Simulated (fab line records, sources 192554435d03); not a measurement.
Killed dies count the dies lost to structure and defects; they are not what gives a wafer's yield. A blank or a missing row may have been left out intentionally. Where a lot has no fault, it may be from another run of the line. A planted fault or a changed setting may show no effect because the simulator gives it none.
fab line records	flow n5_finfet
record: lots: 5	wafers: 13	last_day: 18
route steps=1938 shown BEOL_M4@1099 BEOL_M5@1112 PASSIVATION@1936
lots with no fault: from the same line, run without faults
start_h: hours from the record's first day to the start of the lot's first wafer shown	wait_h: hours elapsed since this lot's preceding step	" repeats the value in the row above	L1.1+2: a row that stands for several wafers	- no value, or no start given	* or withheld: withheld	< > ~ a bound
route shown NAME@n: names a module that has steps shown in the file, with the first one's number in the route	usual: average and standard deviation across the fault-free wafers	same: alike in all rows	chamber/n: place in a boat	sites: the reading at each site	_std_site: their standard deviation	_edge_site: mean of outer sites minus mean of inner sites	radius_mm: for every site, how far away it sits from the centre of the wafer	mask NAME#n: copy n	behind: the most recent tool/chamber to have shaped the wafer	hold: why the lot was held/for how many hours/how that ended	device: names the non-switching transistor (n, p or np)	end of line: tests run on the same wafers once the route is complete	a step given without rows: its recipe and nothing more	killed: dies lost to structure and defects at the first sort, not the wafer's yield	map: shows each die of a wafer: x if killed, . if not, _ if none is there
set.NAME: the setting as run; set.NAME@STEP: as run at that earlier step	model.NAME: the simulator's own value behind a step, which no gauge read
lots seen at some steps along the route; tables by step, rows by wafer
services: the hour from which a tool's chamber was out of use, counted from the record's first day as start_h (under 0 if before that day), plus the number of hours and why
== steps ==
step: N5_BEOL_M4_ANNEAL_95
recipe: temp_c: 400	time_s: 240	ambient: vacuum
step: N5_BEOL_M4_SPUTTER_96
recipe: material: Cu	target_thk_a: 45	temp_c: -20	chamber_pressure_pa: 0.07	power_w: withheld	time_s: 8.29
step: N5_BEOL_M4_ECD_50
recipe: material: Cu	target_thk_a: 3000
step: N5_BEOL_M4_ANNEAL_51
recipe: temp_c: 225	time_s: 90	ambient: N2
step: N5_BEOL_M4_CMP_52
recipe: stop_on: SiOC	t_overpolish_s: 6.8	down_force_psi: 1	platen_rpm: 50	clearing_platen_down_force_psi: 1.5	clearing_platen_rpm: 50	post_cmp_clean: cu_alkaline	target_thk_nm: 40	clearing_platen_pad_velocity_m_s: 0.99484	pad_velocity_m_s: 0.99484
step: N5_BEOL_M4_PRE_CLEAN_60
recipe: gas: NH3/H2	time_s: 15	temp_c: *	rf_power_w: 300
step: N5_BEOL_M4_CO_CAP_55
recipe: material: Co	target_thk_a: 20	temp_c: 200	precursor: CCTBA/H2	pressure_torr: 30	time_s: 102.1
step: N5_BEOL_M4_PRE_CLEAN_56
recipe: gas: NH3	time_s: 15	temp_c: withheld	rf_power_w: 300
step: N5_BEOL_M4_DEP_57
recipe: material: SiCN	target_thk_a: 80	temp_c: withheld	precursor: 3MS/NH3	pressure_torr: 3	rf_w: 202	time_s: 14
step: N5_BEOL_M4_RC_MEAS_101
usual: DIBL_N: 36.5/1.2	DIBL_P: 36.5/1.6	IOFF_N: 0.162/0.023	IOFF_P: 0.221/0.03	ION_N: 678/8	ION_P: 466/6.3	SS_N: 71.6/0.46	SS_P: 73.3/0.57	VT_N: 249.2/2.6	VT_P: -249/3.3
lot.wafer	tool	chamber	start_h	wait_h	DIBL_N[mV/V]	DIBL_P[mV/V]	IOFF_N[nA/um]	IOFF_P[nA/um]	ION_N[uA/um]	ION_P[uA/um]	SS_N[mV/dec]	SS_P[mV/dec]	VT_N[mV]	VT_P[mV]
L343.2	prober-02	0	257.49	0.2	36.9	37.1	0.175	0.222	688	464	71.4	73.4	249.1	-249
L343.5	"	0	"	"	36.6	37.1	0.172	0.214	688	464	71.4	73.7	248.2	-254
L343.6	"	0	"	"	36.4	36.7	0.159	0.211	670	462	71.0	73.2	250.0	-252
L351.2	prober-02	0	320.44	0.2	34.9	36.5	0.133	0.208	674	470	71.5	74.0	253.0	-247
L351.3	"	0	"	"	34.6	36.6	0.132	0.221	677	472	71.0	73.5	251.1	-246
L353.3	prober-01	0	324.04	0.3	37.6	41.0	0.226	0.292	692	478	72.8	73.8	243.8	-244
L353.6	"	0	"	"	34.3	36.7	0.150	0.209	679	464	72.0	72.6	247.5	-249
L354.2	prober-02	0	324.31	0.2	37.0	36.9	0.177	0.254	684	472	71.3	73.1	247.8	-245
L354.4	"	0	"	"	37.1	37.4	0.184	0.257	686	476	71.3	72.9	246.6	-245
L354.6	"	0	"	"	39.0	39.8	0.244	0.318	707	482	71.8	74.6	244.1	-244
L352.2	prober-01	0	325.84	0.2	35.2	35.3	0.146	0.186	676	460	71.1	72.7	249.7	-253
L352.3	"	0	"	"	35.0	34.9	0.140	0.182	686	462	71.2	72.3	250.2	-253
L352.5	"	0	"	"	37.0	37.6	0.172	0.231	681	468	71.4	73.8	246.7	-250
step: N5_BEOL_M5_ILD_DEP_00
recipe: material: SiCOH_lowk	target_thk_a: 1406.4	temp_c: 300	precursor: DEMS/porogen	pressure_torr: 5	rf_w: 500	time_s: 25.9
step: N5_BEOL_M5_CURE_79
recipe: temp_c: 385	time_s: 240	ambient: He/Ar	material: SiCOH_lowk
step: N5_BEOL_M5_PECVD_70
recipe: material: SiO2	target_thk_a: 160	temp_c: 400	precursor: TEOS/O2	pressure_torr: 5.5	rf_w: 450	teos_flow_sccm: 53.8	gas: O2	flow_sccm: 3000	time_s: 18
step: N5_BEOL_M5_HM_DEP_02
recipe: material: TiN	target_thk_a: 200	temp_c: 25	chamber_pressure_pa: 0.49996
step: N5_BEOL_M5_COAT_59
recipe: resist: SOC	temp_c: 250	time_s: 60	spin_rpm: 1500	resist_thk_nm: 60
step: N5_BEOL_M5_COAT_60
recipe: resist: SiARC	temp_c: 220	time_s: 60	spin_rpm: 1500	resist_thk_nm: 12
step: N5_BEOL_M5_COAT_71
recipe: resist: underlayer	temp_c: 205	time_s: 60	spin_rpm: 1500	resist_thk_nm: 5
step: N5_BEOL_M5_COAT_05
recipe: resist: CAR-EUV	spin_rpm: 1500	resist_thk_nm: 30
step: N5_BEOL_M5_EBR_07
recipe: solvent: PGMEA	ebr_width_mm: 1.5
step: N5_BEOL_M5_SOFTBAKE_06
recipe: temp_c: 110	time_s: 60	resist: CAR-EUV
step: N5_BEOL_M5_EXPOSE_08
recipe: mask_id: M5	na: 0.33	source_shape: annular	sigma_inner: 0.4	sigma_outer: 0.8	polarization: unpolarized	target_cd_nm: 28	dose_mj: 35.75
step: N5_BEOL_M5_PEB_09
recipe: peb_temp_c: 100	peb_time_s: 60	resist: CAR-EUV
step: N5_BEOL_M5_DEVELOP_10
recipe: develop_time_s: 30	developer: TMAH	resist: CAR-EUV	rinse_liquid: surfactant_rinse	dry: air_spin	dev_temp_c: 23
step: N5_BEOL_M5_DESCUM_16
recipe: chemistry: O2	time_s: 7	source_power_w: 50	bias_power_w: 20	pressure_mtorr: 20	rf_frequency_hz: 2.712e+07	temp_c: 40	resist: CAR-EUV	o2_flow_sccm: 225
step: N5_BEOL_M5_ETCH_72
recipe: chemistry: N2/H2	target: underlayer	target_depth_a: 65	mask_material: CAR-EUV	time_s: 5.2	ion_energy_ev: 200	pressure_mtorr: 30	source_w: 840	bias_w: 150	n2_flow_sccm: 200	h2_flow_sccm: 200	ends: cleared
step: N5_BEOL_M5_ETCH_61
recipe: chemistry: CF4	target: SiARC	target_depth_a: 156	mask_material: CAR-EUV	time_s: 26	ion_energy_ev: 80	pressure_mtorr: 40	source_w: 545	bias_w: 36	Ar_flow_sccm: 100	cf4_flow_sccm: 100	ends: cleared
step: N5_BEOL_M5_ETCH_62
recipe: chemistry: N2/H2	target: SOC	target_depth_a: 750	overetch_a: 150	mask_material: SiARC	temp_c: 40	time_s: 112.5	ion_energy_ev: 200	pressure_mtorr: 30	source_w: 840	bias_w: 150	n2_flow_sccm: 200	h2_flow_sccm: 200
step: N5_BEOL_M5_STRIP_63
recipe: chemistry: N2/H2	temp_c: 40	n2_flow_sccm: 200	h2_flow_sccm: 200	rf_frequency_hz: 6e+07
step: N5_BEOL_M5_STRIP_73
recipe: chemistry: N2/H2	temp_c: 40	n2_flow_sccm: 200	h2_flow_sccm: 200	rf_frequency_hz: 6e+07
step: N5_BEOL_M5_STRIP_64
recipe: chemistry: CF4	resist: SiARC	power_w: 300	bias_power_w: 75	pressure_mtorr: 50	cf4_flow_sccm: 150	rf_frequency_hz: 6e+07
step: N5_BEOL_M5_HM_OPEN_17
recipe: chemistry: Cl2/BCl3	target_depth_a: 200	overetch_a: 60	target: TiN	mask_material: SOC	ion_energy_ev: 150	pressure_mtorr: 10	icp_w: 1000	bias_w: 126	Cl2_flow_sccm: 53.25	bcl3_flow_sccm: 21.75	Ar_flow_sccm: 25
step: N5_BEOL_M5_STRIP_19
recipe: chemistry: O2	power_w: 400	temp_c: 40	pressure_mtorr: 30	rf_frequency_hz: 6e+07	bias_power_w: 0	overash_fraction: 0.2	o2_flow_sccm: 225
step: N5_BEOL_M5_COAT_65
recipe: resist: SOC	temp_c: 250	time_s: 60	spin_rpm: 1500	resist_thk_nm: 60
step: N5_BEOL_M5_COAT_66
recipe: resist: SiARC	temp_c: 220	time_s: 60	spin_rpm: 1500	resist_thk_nm: 12
step: N5_BEOL_M5_CMP_52
recipe: stop_on: SiCOH_lowk	t_overpolish_s: 6.9	down_force_psi: 1	platen_rpm: 50	clearing_platen_down_force_psi: 1.5	clearing_platen_rpm: 50	post_cmp_clean: cu_alkaline	target_thk_nm: 62	clearing_platen_pad_velocity_m_s: 0.99484	pad_velocity_m_s: 0.99484
usual: barrier_field_endpoint_s: 24.7/0.62	motor_current_A: 6.2/0.68	overpolish_run_s: 6.900/0.0087	time_to_endpoint_s: 62/3.2
lot.wafer	tool	chamber	start_h	wait_h	barrier_field_endpoint_s	motor_current_A	overpolish_run_s	time_to_endpoint_s
L343.2	cmp-02	3	271.16	0.2	24.5	5.4	6.899	65
L343.6	"	3	"	"	25.7	5.6	6.895	67
L343.5	"	0	"	"	25.6	5.8	6.910	63
L351.3	cmp-02	2	335.01	0.2	41.4	5.9	0.048	81
L351.2	"	0	"	"	41.4	5.8	0.042	82
L354.4	cmp-03	0	337.41	0.2	24.1	6.6	6.914	61
L354.2	"	2	"	"	24.3	6.1	6.898	62
L354.6	"	0	"	"	24.0	6.4	6.894	62
L353.3	cmp-02	2	337.53	0.2	41.4	5.8	0.044	81
L353.6	"	1	"	"	24.9	5.9	6.915	61
L352.3	cmp-02	2	345.61	0.2	41.4	5.9	0.043	81
L352.2	"	0	"	"	41.4	5.9	0.044	80
L352.5	"	1	"	"	24.6	5.8	6.899	57
step: N5_BEOL_M5_THK_MEAS_53
recipe: thk_meas_gauge: xrf	reads: Cu_of_BEOL_M5_ECD_50
usual: M5_THK: 62.3/1.6
lot.wafer	tool	chamber	start_h	wait_h	M5_THK[nm]
L343.2	film_metro-02	-	271.45	-	63.3
L343.5	"	-	"	"	63.2
L343.6	"	-	"	"	63.7
L351.2	film_metro-01	-	335.27	-	179.3
L351.3	"	-	"	"	178.3
L354.2	film_metro-02	-	337.67	-	64.7
L354.4	"	-	"	"	63.4
L354.6	"	-	"	"	62.7
L353.3	film_metro-02	-	337.79	-	178.7
L353.6	"	-	"	"	63.4
L352.2	film_metro-02	-	345.87	-	183.5
L352.3	"	-	"	"	186.2
L352.5	"	-	"	"	62.8
step: N5_BEOL_M5_INSPECT_58
recipe: inspect_instrument: darkfield	mode: post_dep
usual: raw_defect_count: 69/25
lot.wafer	tool	chamber	start_h	wait_h	raw_defect_count
L343.2	defect_inspect-02	-	271.74	0.0	134
L343.5	"	-	"	"	50
L343.6	"	-	"	"	104
L351.2	defect_inspect-01	-	335.57	0.0	1960
L351.3	"	-	"	"	1996
L354.2	defect_inspect-01	-	337.96	0.0	46
L354.4	"	-	"	"	93
L354.6	"	-	"	"	80
L353.3	defect_inspect-01	-	338.08	0.0	1966
L353.6	"	-	"	"	75
L352.2	defect_inspect-02	-	346.16	0.0	1998
L352.3	"	-	"	"	2016
L352.5	"	-	"	"	107
step: N5_PASSIVATION_PROBE_49
usual: defect_limited_yield: 91.2/1.3	killed_at_M0_to_M3: 34/9.2	killed_at_M4_up: 14/5	killed_at_contacts: 13/6.7	killed_at_front_end: 39/12	killed_at_other: 4/3.3	killed_dies: 104/15	killed_on_rim: 14/3.7	killed_open: 68/12	killed_short: 34/7.5	sort_bin_5_function: 5.2/0.87	sort_bin_6_memory: 3.3/0.63	sort_n_pass: 1076/15	sort_yield_pct: 91.2/1.3
same: gross_dies: 1180	killed_at_back_side: 0	sort_bin_4_leakage[%]: 0	sort_bin_8_speed[%]: 0
lot.wafer	tool	chamber	start_h	wait_h	defect_limited_yield[%]	killed_at_M0_to_M3	killed_at_M4_up	killed_at_contacts	killed_at_front_end	killed_at_other	killed_dies	killed_on_rim	killed_open	killed_short	sort_bin_5_function[%]	sort_bin_6_memory[%]	sort_n_pass	sort_yield_pct[%]
L343.2	prober-01	-	360.95	0.1	92.4	27	20	6	29	8	90	10	61	28	4.6	2.8	1090	92.4
L343.5	prober-01	-	361.10	0.2	90.8	29	13	20	39	7	108	7	67	38	5.4	3.1	1072	90.8
L343.6	prober-01	-	361.15	0.3	90.6	30	17	9	35	20	111	15	72	37	5.6	3.1	1069	90.6
L353.3	prober-02	-	438.13	0.6	0	31	1083	17	38	11	1180	152	74	31	5.5	3.1	0	0
L353.6	prober-02	-	438.28	0.7	90.2	54	17	17	27	1	116	19	74	34	5.2	4.0	1064	90.2
L351.2	prober-02	-	439.59	0.1	0	42	1068	12	57	1	1180	152	87	33	6.6	3.5	0	0
L351.3	prober-02	-	439.64	0.1	0	40	1080	13	45	2	1180	152	81	30	5.0	4.2	0	0
L352.2	prober-02	-	439.89	0.4	0	15	1071	17	72	5	1180	152	68	44	5.8	3.6	0	0
L352.3	prober-02	-	439.94	0.4	0	34	1084	10	51	1	1180	152	65	38	4.1	4.2	0	0
L352.5	prober-02	-	440.04	0.5	89.6	42	15	17	44	5	123	10	86	36	5.9	4.2	1057	89.6
killed by level:class
L343.2 BEOL_M2:geometric_particle:open=8 BEOL_M3:geometric_particle:open=7 DUMMY_GATE:geometric_particle:open=6 MOL_CONTACT_COAG:geometric_particle:open=5 STI_FIN_REVEAL:geometric_particle:open=5 BEOL_M7:geometric_particle:open=5 FIN_SAQP:geometric_particle:short=4 GATE_CUT:geometric_particle:short=4
L343.5 MOL_CONTACT_COAG:geometric_particle:open=18 BEOL_M2:geometric_particle:open=8 DUMMY_GATE:geometric_particle:open=7 FIN_SAQP:geometric_particle:short=6 BEOL_M0_SAQP:geometric_particle:short=6 STI_FIN_REVEAL:geometric_particle:open=5 BEOL_M1:geometric_particle:open=4 STI_FIN_REVEAL:geometric_particle:short=3
L343.6 BEOL_M4:geometric_particle:open=9 DUMMY_GATE:geometric_particle:open=8 FIN_SAQP:geometric_particle:short=7 MOL_CONTACT_COAG:geometric_particle:open=7 FIN_SAQP:geometric_particle:open=6 BEOL_M1:geometric_particle:open=6 MIM_BOT:geometric_particle:open=6 BEOL_M2:geometric_particle:open=6
L353.3 BEOL_M5:area_cmp=1074 MOL_CONTACT_COAG:geometric_particle:open=14 BEOL_M2:geometric_particle:open=10 FIN_SAQP:geometric_particle:short=9 DUMMY_GATE:geometric_particle:open=9 BEOL_M0_SAQP:geometric_particle:open=7 BEOL_M3:geometric_particle:open=6 STI_FIN_REVEAL:geometric_particle:open=4
L353.6 MOL_CONTACT_COAG:geometric_particle:open=15 BEOL_M2:geometric_particle:open=13 BEOL_M3:geometric_particle:open=11 BEOL_M0_SAQP:geometric_particle:short=11 FIN_SAQP:geometric_particle:short=10 BEOL_M0_SAQP:geometric_particle:open=8 FIN_SAQP:geometric_particle:open=4 BEOL_M1:geometric_particle:open=4
L351.2 BEOL_M5:area_cmp=1057 BEOL_M2:geometric_particle:open=13 MOL_CONTACT_COAG:geometric_particle:open=12 FIN_SAQP:geometric_particle:open=9 STI_FIN_REVEAL:geometric_particle:open=9 BEOL_M0_SAQP:geometric_particle:short=9 FIN_SAQP:geometric_particle:short=8 BEOL_M3:geometric_particle:open=8
L351.3 BEOL_M5:area_cmp=1068 BEOL_M0_SAQP:geometric_particle:open=15 MOL_CONTACT_COAG:geometric_particle:open=13 FIN_SAQP:geometric_particle:open=12 FIN_SAQP:geometric_particle:short=9 STI_FIN_REVEAL:geometric_particle:open=9 BEOL_M2:geometric_particle:open=8 BEOL_M0_SAQP:geometric_particle:short=7
L352.2 BEOL_M5:area_cmp=1065 FIN_SAQP:geometric_particle:short=26 FIN_SAQP:geometric_particle:open=17 MOL_CONTACT_COAG:geometric_particle:open=16 STI_FIN_REVEAL:geometric_particle:open=12 DUMMY_GATE:geometric_particle:open=4 GATE_CUT:geometric_particle:short=4 BEOL_M2:geometric_particle:open=4
L352.3 BEOL_M5:area_cmp=1077 FIN_SAQP:geometric_particle:short=15 FIN_SAQP:geometric_particle:open=13 BEOL_M3:geometric_particle:open=12 MOL_CONTACT_COAG:geometric_particle:open=8 BEOL_M0_SAQP:geometric_particle:short=7 GATE_CUT:geometric_particle:short=5 BEOL_M0_SAQP:geometric_particle:open=5
L352.5 MOL_CONTACT_COAG:geometric_particle:open=16 BEOL_M3:geometric_particle:open=16 FIN_SAQP:geometric_particle:open=13 BEOL_M2:geometric_particle:open=8 BEOL_M4:geometric_particle:open=8 DUMMY_GATE:geometric_particle:open=7 FIN_SAQP:geometric_particle:short=6 BEOL_M2:geometric_particle:short=5
map L351.2 (x killed, . not)
_________________xxxxxxxxxxxx________________
______________xxxxxxxxxxxxxxxxxx_____________
___________xxxxxxxxxxxxxxxxxxxxxxxx__________
__________xxxxxxxxxxxxxxxxxxxxxxxxxx_________
________xxxxxxxxxxxxxxxxxxxxxxxxxxxxxx_______
_______xxxxxxxxxxxxxxxxxxxxxxxxxxxxxxxx______
______xxxxxxxxxxxxxxxxxxxxxxxxxxxxxxxxxx_____
_____xxxxxxxxxxxxxxxxxxxxxxxxxxxxxxxxxxxx____
____xxxxxxxxxxxxxxxxxxxxxxxxxxxxxxxxxxxxxx___
___xxxxxxxxxxxxxxxxxxxxxxxxxxxxxxxxxxxxxxxx__
___xxxxxxxxxxxxxxxxxxxxxxxxxxxxxxxxxxxxxxxx__
__xxxxxxxxxxxxxxxxxxxxxxxxxxxxxxxxxxxxxxxxxx_
__xxxxxxxxxxxxxxxxxxxxxxxxxxxxxxxxxxxxxxxxxx_
_xxxxxxxxxxxxxxxxxxxxxxxxxxxxxxxxxxxxxxxxxxxx
_xxxxxxxxxxxxxxxxxxxxxxxxxxxxxxxxxxxxxxxxxxxx
_xxxxxxxxxxxxxxxxxxxxxxxxxxxxxxxxxxxxxxxxxxxx
_xxxxxxxxxxxxxxxxxxxxxxxxxxxxxxxxxxxxxxxxxxxx
_xxxxxxxxxxxxxxxxxxxxxxxxxxxxxxxxxxxxxxxxxxxx
_xxxxxxxxxxxxxxxxxxxxxxxxxxxxxxxxxxxxxxxxxxxx
_xxxxxxxxxxxxxxxxxxxxxxxxxxxxxxxxxxxxxxxxxxxx
_xxxxxxxxxxxxxxxxxxxxxxxxxxxxxxxxxxxxxxxxxxxx
__xxxxxxxxxxxxxxxxxxxxxxxxxxxxxxxxxxxxxxxxxx_
__xxxxxxxxxxxxxxxxxxxxxxxxxxxxxxxxxxxxxxxxxx_
___xxxxxxxxxxxxxxxxxxxxxxxxxxxxxxxxxxxxxxxx__
___xxxxxxxxxxxxxxxxxxxxxxxxxxxxxxxxxxxxxxxx__
____xxxxxxxxxxxxxxxxxxxxxxxxxxxxxxxxxxxxxx___
_____xxxxxxxxxxxxxxxxxxxxxxxxxxxxxxxxxxxx____
______xxxxxxxxxxxxxxxxxxxxxxxxxxxxxxxxxx_____
_______xxxxxxxxxxxxxxxxxxxxxxxxxxxxxxxx______
________xxxxxxxxxxxxxxxxxxxxxxxxxxxxxx_______
__________xxxxxxxxxxxxxxxxxxxxxxxxxx_________
___________xxxxxxxxxxxxxxxxxxxxxxxx__________
______________xxxxxxxxxxxxxxxxxx_____________
_________________xxxxxxxxxxxx________________
map L352.2 (x killed, . not)
_________________xxxxxxxxxxxx________________
______________xxxxxxxxxxxxxxxxxx_____________
___________xxxxxxxxxxxxxxxxxxxxxxxx__________
__________xxxxxxxxxxxxxxxxxxxxxxxxxx_________
________xxxxxxxxxxxxxxxxxxxxxxxxxxxxxx_______
_______xxxxxxxxxxxxxxxxxxxxxxxxxxxxxxxx______
______xxxxxxxxxxxxxxxxxxxxxxxxxxxxxxxxxx_____
_____xxxxxxxxxxxxxxxxxxxxxxxxxxxxxxxxxxxx____
____xxxxxxxxxxxxxxxxxxxxxxxxxxxxxxxxxxxxxx___
___xxxxxxxxxxxxxxxxxxxxxxxxxxxxxxxxxxxxxxxx__
___xxxxxxxxxxxxxxxxxxxxxxxxxxxxxxxxxxxxxxxx__
__xxxxxxxxxxxxxxxxxxxxxxxxxxxxxxxxxxxxxxxxxx_
__xxxxxxxxxxxxxxxxxxxxxxxxxxxxxxxxxxxxxxxxxx_
_xxxxxxxxxxxxxxxxxxxxxxxxxxxxxxxxxxxxxxxxxxxx
_xxxxxxxxxxxxxxxxxxxxxxxxxxxxxxxxxxxxxxxxxxxx
_xxxxxxxxxxxxxxxxxxxxxxxxxxxxxxxxxxxxxxxxxxxx
_xxxxxxxxxxxxxxxxxxxxxxxxxxxxxxxxxxxxxxxxxxxx
_xxxxxxxxxxxxxxxxxxxxxxxxxxxxxxxxxxxxxxxxxxxx
_xxxxxxxxxxxxxxxxxxxxxxxxxxxxxxxxxxxxxxxxxxxx
_xxxxxxxxxxxxxxxxxxxxxxxxxxxxxxxxxxxxxxxxxxxx
_xxxxxxxxxxxxxxxxxxxxxxxxxxxxxxxxxxxxxxxxxxxx
__xxxxxxxxxxxxxxxxxxxxxxxxxxxxxxxxxxxxxxxxxx_
__xxxxxxxxxxxxxxxxxxxxxxxxxxxxxxxxxxxxxxxxxx_
___xxxxxxxxxxxxxxxxxxxxxxxxxxxxxxxxxxxxxxxx__
___xxxxxxxxxxxxxxxxxxxxxxxxxxxxxxxxxxxxxxxx__
____xxxxxxxxxxxxxxxxxxxxxxxxxxxxxxxxxxxxxx___
_____xxxxxxxxxxxxxxxxxxxxxxxxxxxxxxxxxxxx____
______xxxxxxxxxxxxxxxxxxxxxxxxxxxxxxxxxx_____
_______xxxxxxxxxxxxxxxxxxxxxxxxxxxxxxxx______
________xxxxxxxxxxxxxxxxxxxxxxxxxxxxxx_______
__________xxxxxxxxxxxxxxxxxxxxxxxxxx_________
___________xxxxxxxxxxxxxxxxxxxxxxxx__________
______________xxxxxxxxxxxxxxxxxx_____________
_________________xxxxxxxxxxxx________________
== services ==
tool	chamber	start_h	hours	kind
cmp-03	-	267.28	4.0	pm
cmp-03	-	271.28	-	consumable_replace:conditioner
cmp-03	-	271.28	-	consumable_replace:pad
cmp-03	-	278.94	23.6	repair
cmp-02	-	312.09	4.0	pm
cmp-02	-	316.09	-	consumable_replace:conditioner
cmp-02	-	316.09	-	consumable_replace:pad
== key ==
first_sign: step: N5_BEOL_M5_CMP_52	reading: overpolish_run_s	direction: down	sigmas: 99+	usual: 6.900	struck: 0.044
effect: step: N5_BEOL_M5_CMP_52	reading: barrier_field_endpoint_s	direction: up	sigmas: 27	usual: 24.7	struck: 41.4
effect: step: N5_BEOL_M5_THK_MEAS_53	reading: M5_THK	direction: up	sigmas: 76	usual: 62.3	struck: 181.2
effect: step: N5_BEOL_M5_INSPECT_58	reading: raw_defect_count	direction: up	sigmas: 76	usual: 69	struck: 1987
effect: step: N5_PASSIVATION_PROBE_49	reading: killed_at_M4_up	direction: up	sigmas: 99+	usual: 14	struck: 1077
more_kills_born_at: N5_BEOL_M5_CMP_52@cmp-02: 5341
met_at N5_BEOL_M5_CMP_52
struck_wafers L351.2,L351.3,L352.2,L352.3,L353.3
later_rows_left_out L351.2,L351.3,L352.2,L352.3,L353.3
onset_between 271.16 335.01
fault: kind: process_parameter_drift	tool: cmp-02	chamber: -	onset_h: 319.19	steps: N5_BEOL_M5_CMP_52	channel: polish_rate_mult	offset: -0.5	shape: step	end_h: 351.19	scope: struck_wafers_only
later_rows_left_out: the simulator's readings of these wafers behind a module that went badly wrong aren't trusted and aren't shown, but for the sort
